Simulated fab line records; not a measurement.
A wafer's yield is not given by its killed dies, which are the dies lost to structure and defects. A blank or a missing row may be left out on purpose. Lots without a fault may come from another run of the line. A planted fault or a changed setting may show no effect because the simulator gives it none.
The tool behind it: which one?	flow n5_finfet	24 wafers from 8 lots sampled at 7 of the route's 1938 steps

WHAT THE GAUGES READ, wafer by wafer
N5_SD_EPI_N_EPI_MEAS_23. Usual: thk_nm at 58.9 nm, with a standard deviation of 1.1.
lot	measured	on	thk_nm (nm)	flag
L870	day 3 20:22	film_metro-02	58.2 58.0 59.3	
L871	day 3 20:34	film_metro-02	56.8 57.1 60.5	
L872	day 4 07:49	film_metro-01	56.5 58.8 59.3	
L875	day 4 16:24	film_metro-01	61.1 57.8 58.7	
L874	day 4 17:30	film_metro-02	57.4 58.5 57.0	
L877	day 5 08:14	film_metro-01	57.6 58.9 59.7	
L886	day 7 10:44	film_metro-01	49.0 49.3 50.9	OFF
L889	day 8 06:29	film_metro-01	51.5 52.7 49.4	OFF

N5_SD_ACTIVATION_RS_MEAS_03: measures by four-point-probe. Usual: RS_SD_N 22.0 ohm/sq, standard deviation 0.3; RS_SD_P 56.3 ohm/sq, standard deviation 0.99.
lot	measured	on	RS_SD_N (ohm/sq)	RS_SD_P (ohm/sq)	flag
L870	day 4 01:27	film_metro-02	21.7 21.8 21.9	56.3 55.1 56.1	
L871	day 4 01:48	film_metro-02	22.3 22.0 21.9	56.6 56.9 57.5	
L872	day 4 13:11	film_metro-01	22.1 21.6 21.6	55.9 56.3 56.1	
L875	day 4 21:45	film_metro-02	21.8 21.7 21.9	56.4 56.8 57.1	
L874	day 4 22:44	film_metro-01	22.4 22.1 22.2	54.2 54.2 54.4	
L877	day 5 14:04	film_metro-01	22.6 22.0 22.1	58.1 57.7 57.6	
L886	day 7 16:21	film_metro-01	25.4 26.2 25.8	57.2 56.5 56.9	OFF
L889	day 8 12:43	film_metro-02	25.7 25.8 25.5	58.0 58.6 57.9	OFF

N5_BEOL_M4_RC_MEAS_101. Usual: DIBL_N 36.0 mV/V, standard deviation 1.7; DIBL_P 36.2 mV/V, standard deviation 1.9; IOFF_N 0.154 nA/um, standard deviation 0.028; IOFF_P 0.21 nA/um, standard deviation 0.036; ION_N 675 uA/um, standard deviation 11; ION_P 463 uA/um, standard deviation 8.3; RS_SD_N 28.5 ohm/sq, standard deviation 0.37; SS_N 71.4 mV/dec, standard deviation 0.63; SS_P 73.2 mV/dec, standard deviation 0.55; VT_N 250.2 mV, standard deviation 3; VT_P -251 mV, standard deviation 3.7.
lot	measured	on	DIBL_N (mV/V)	DIBL_P (mV/V)	IOFF_N (nA/um)	IOFF_P (nA/um)	ION_N (uA/um)	ION_P (uA/um)	RS_SD_N (ohm/sq)	SS_N (mV/dec)	SS_P (mV/dec)	VT_N (mV)	VT_P (mV)	flag
L870	day 9 05:26	prober-01	35.0 38.3 39.0	33.2 38.5 38.7	0.116 0.186 0.196	0.17 0.26 0.26	670 688 700	455 474 477	28.8 28.5 28.6	71.2 72.9 72.4	73.0 73.9 73.9	252.2 245.6 245.2	-252 -247 -246	
L871	day 13 19:13	prober-01	34.5 36.8 37.0	35.1 38.3 39.3	0.143 0.181 0.202	0.19 0.23 0.26	664 683 688	458 470 469	29.0 28.4 28.3	71.8 71.7 72.3	73.2 74.0 73.5	250.0 249.0 244.7	-254 -251 -247	
L872	day 11 04:26	prober-02	32.7 35.9 36.7	32.2 34.8 36.0	0.103 0.140 0.152	0.16 0.19 0.20	668 672 678	463 457 458	28.2 28.2 28.1	70.7 70.7 70.6	72.2 73.0 73.6	255.7 251.5 250.0	-256 -255 -251	
L875	day 12 00:50	prober-02	34.7 35.7 35.7	35.6 36.4 36.5	0.134 0.155 0.146	0.18 0.20 0.19	666 679 674	460 461 465	28.1 28.0 28.3	71.4 71.4 71.2	72.7 72.8 72.5	252.2 248.9 249.6	-252 -251 -251	
L874	day 11 22:34	prober-01	38.5 34.9 37.2	40.8 36.2 39.1	0.191 0.124 0.178	0.23 0.17 0.20	689 654 700	469 455 465	29.2 28.8 28.6	71.7 71.2 71.2	73.7 73.0 74.1	247.8 255.7 246.3	-248 -254 -252	
L877	day 12 12:19	prober-01	32.5 35.8 33.1	32.9 37.7 34.8	0.102 0.158 0.113	0.15 0.21 0.17	657 673 662	452 465 463	29.0 28.8 28.9	70.8 71.1 70.6	71.7 73.0 72.3	255.7 249.3 252.1	-254 -248 -254	
L886	day 14 18:20	prober-01	35.4 33.2 36.1	35.1 32.5 35.8	0.140 0.105 0.152	0.18 0.15 0.20	659 652 656	452 454 457	32.9 33.5 33.0	71.6 70.7 71.0	73.5 73.3 73.1	251.4 256.8 250.6	-255 -255 -253	OFF
L889	day 15 06:22	prober-01	36.4 36.6 39.7	35.9 36.7 38.8	0.150 0.158 0.214	0.18 0.20 0.23	657 659 691	453 462 468	33.4 33.0 34.1	71.1 71.2 72.0	72.5 72.8 73.2	252.1 248.3 245.4	-251 -249 -251	OFF

TOOL THAT RAN EACH LOT (tool first, then ch and the chambers of the sampled wafers, then the start)
lot	N5_SD_EPI_N_DESCUM_14	N5_SD_EPI_N_ETCH_34	N5_SD_EPI_N_STRIP_38	N5_SD_EPI_N_EPI_21
L870	rie_diel-01 ch 0,2, day 3 16:59	rie_diel-01 ch 0,2, day 3 17:01	plasma_asher-02 ch 0,1, day 3 17:46	epi_rpcvd-01 ch 0, day 3 18:40
L871	rie_diel-05 ch 0,1,3, day 3 17:10	rie_diel-05 ch 0,1,3, day 3 17:13	plasma_asher-02 ch 0,1, day 3 17:58	epi_rpcvd-02 ch 0, day 3 19:25
L872	rie_diel-05 ch 0,1,2, day 4 04:25	rie_diel-05 ch 0,1,2, day 4 04:27	plasma_asher-02 ch 0,1, day 4 05:13	epi_rpcvd-03 ch 0, day 4 06:56
L875	rie_diel-01 ch 0,1, day 4 13:00	rie_diel-01 ch 0,1, day 4 13:02	plasma_asher-01 ch 1, day 4 13:47	epi_rpcvd-01 ch 0, day 4 14:58
L874	rie_diel-05 ch 2,3, day 4 14:07	rie_diel-05 ch 2,3, day 4 14:09	plasma_asher-02 ch 0,1, day 4 14:53	epi_rpcvd-02 ch 0, day 4 15:47
L877	rie_diel-05 ch 0,3, day 5 04:27	rie_diel-05 ch 0,3, day 5 04:30	plasma_asher-02 ch 0,1, day 5 05:38	epi_rpcvd-03 ch 0, day 5 06:32
L886	rie_diel-01 ch 1,2, day 7 07:20	rie_diel-01 ch 1,2, day 7 07:22	plasma_asher-02 ch 0,1, day 7 08:07	epi_rpcvd-01 ch 0, day 7 09:17
L889	rie_diel-01 ch 0,1,3, day 8 02:22	rie_diel-01 ch 0,1,3, day 8 02:24	plasma_asher-02 ch 0,1, day 8 03:09	epi_rpcvd-01 ch 0, day 8 04:13
- N5_SD_EPI_N_DESCUM_14: chemistry O2, time 7.9 s.
- N5_SD_EPI_N_ETCH_34: etches SiARC in CF4, target depth 45.5 nm, time 75.8 s.
- N5_SD_EPI_N_STRIP_38: strips in N2/H2.
- N5_SD_EPI_N_EPI_21: deposits Si:P, time 690 s.

AS READ BY THE TOOLS THEMSELVES (means over the sampled wafers that have a number; for cases with no such wafer, the mark the record gives instead)
N5_SD_EPI_N_DESCUM_14. Usual: drypump_motor_current_A 5.8 A, standard deviation 0.47; oes_product_au 0.80 a.u., standard deviation 0.091; rf_vpp_V 243.0 V, standard deviation 1.4; showerhead_plenum_p_Torr 2.08 Torr, standard deviation 0.073; throttle_valve_pct 20.35 %, standard deviation 0.22.
lot	tool	drypump_motor_current_A (A)	oes_product_au (a.u.)	rf_vpp_V (V)	showerhead_plenum_p_Torr (Torr)	throttle_valve_pct (%)	flag
L870	rie_diel-01	5.7	0.76	244.8	2.12	20.42	
L871	rie_diel-05	5.7	0.77	243.3	2.08	20.32	
L872	rie_diel-05	5.7	0.80	242.4	2.12	20.39	
L875	rie_diel-01	6.3	0.84	242.3	2.03	20.36	
L874	rie_diel-05	5.6	0.74	243.5	2.15	20.49	
L877	rie_diel-05	5.5	0.83	243.3	2.10	20.20	
L886	rie_diel-01	5.7	0.77	243.4	2.12	20.32	
L889	rie_diel-01	5.9	0.80	242.4	1.99	20.28	

N5_SD_EPI_N_ETCH_34. Usual: cf4_flow_sccm 100.1 sccm, standard deviation 0.32; drypump_motor_current_A 5.8 A, standard deviation 0.47; etch_rf_on_time_s 75.4 s, standard deviation 1.9; oes_product_au 0.68 a.u., standard deviation 0.076; rf_vpp_V 184.0 V, standard deviation 1.3; showerhead_plenum_p_Torr 2.14 Torr, standard deviation 0.075; throttle_valve_pct 15.60 %, standard deviation 0.21.
lot	tool	cf4_flow_sccm (sccm)	drypump_motor_current_A (A)	etch_rf_on_time_s (s)	oes_product_au (a.u.)	rf_vpp_V (V)	showerhead_plenum_p_Torr (Torr)	throttle_valve_pct (%)	flag
L870	rie_diel-01	100.1	5.7	77.6	0.65	184.5	2.17	15.65	
L871	rie_diel-05	99.9	5.6	76.9	0.66	183.7	2.15	15.66	
L872	rie_diel-05	99.8	5.7	75.9	0.68	184.5	2.18	15.67	
L875	rie_diel-01	100.0	6.3	76.2	0.71	182.8	2.08	15.49	
L874	rie_diel-05	100.1	5.6	73.1	0.64	185.0	2.19	15.72	
L877	rie_diel-05	100.1	5.4	75.2	0.71	184.3	2.17	15.55	
L886	rie_diel-01	100.3	5.7	76.5	0.65	184.8	2.17	15.56	
L889	rie_diel-01	100.0	5.9	75.0	0.68	182.6	2.04	15.48	

N5_SD_EPI_N_STRIP_38. Usual: drypump_motor_current_A 5.9 A, standard deviation 0.31; heater_power_w 324 W, standard deviation 34; oes_product_au 0.761 a.u., standard deviation 0.011.
lot	tool	drypump_motor_current_A (A)	heater_power_w (W)	oes_product_au (a.u.)	flag
L870	plasma_asher-02	5.6	316	0.765	
L871	plasma_asher-02	5.6	320	0.762	
L872	plasma_asher-02	5.6	297	0.750	
L875	plasma_asher-01	6.3	362	0.756	
L874	plasma_asher-02	5.6	294	0.767	
L877	plasma_asher-02	5.6	325	0.763	
L886	plasma_asher-02	5.7	296	0.767	
L889	plasma_asher-02	5.7	291	0.751	

N5_SD_EPI_N_EPI_21. Usual: lamp_inner_pct 17.6 %, standard deviation 0.45; susceptor_temp_C 680.0 C, standard deviation 0.34; susceptor_temp_C_max 681.5, standard deviation 0.55.
lot	tool	lamp_inner_pct (%)	susceptor_temp_C (C)	susceptor_temp_C_max	flag
L870	epi_rpcvd-01	18.0	680.1	681.7	
L871	epi_rpcvd-02	17.8	680.3	681.7	
L872	epi_rpcvd-03	16.8	679.9	681.8	
L875	epi_rpcvd-01	18.1	680.2	681.8	
L874	epi_rpcvd-02	17.8	679.6	680.8	
L877	epi_rpcvd-03	16.8	680.1	682.2	
L886	epi_rpcvd-01	17.7	671.0	672.4	OFF
L889	epi_rpcvd-01	17.4	671.3	673.0	OFF

THE ANSWER, worked out from the rows above alone
Rule: take the mean of a lot's wafers that have a number; if it is more than 3 standard deviations from the usual mean, the lot is off. A lot without any number at a reading at which 4 lots or more have one is off too. Any other lot the step has rows for is counted as sound. Order of review: gauges by route order, followed by the tools' own readings, for which a lot's mean as printed above is used. At the first step where some lot is off, the reading lying furthest off is the one used; lots without a number count as furthest.
Off at N5_SD_EPI_N_EPI_MEAS_23 (thk_nm): L886, L889.
If a tool, at a process step before that reading, ran all the lots that are off and no sound lot after the first of them, it fits. The gauges at N5_SD_EPI_N_EPI_MEAS_23 aren't tried: what is off there is off at N5_BEOL_M4_RC_MEAS_101 too, on other tools, and a gauge's error can't cause that. Can't be told from this: 3 tools fit, rie_diel-01 at N5_SD_EPI_N_DESCUM_14 and N5_SD_EPI_N_ETCH_34, plasma_asher-02 at N5_SD_EPI_N_STRIP_38, epi_rpcvd-01 at N5_SD_EPI_N_EPI_21.

WHAT THE SIMULATOR HAD INSERTED
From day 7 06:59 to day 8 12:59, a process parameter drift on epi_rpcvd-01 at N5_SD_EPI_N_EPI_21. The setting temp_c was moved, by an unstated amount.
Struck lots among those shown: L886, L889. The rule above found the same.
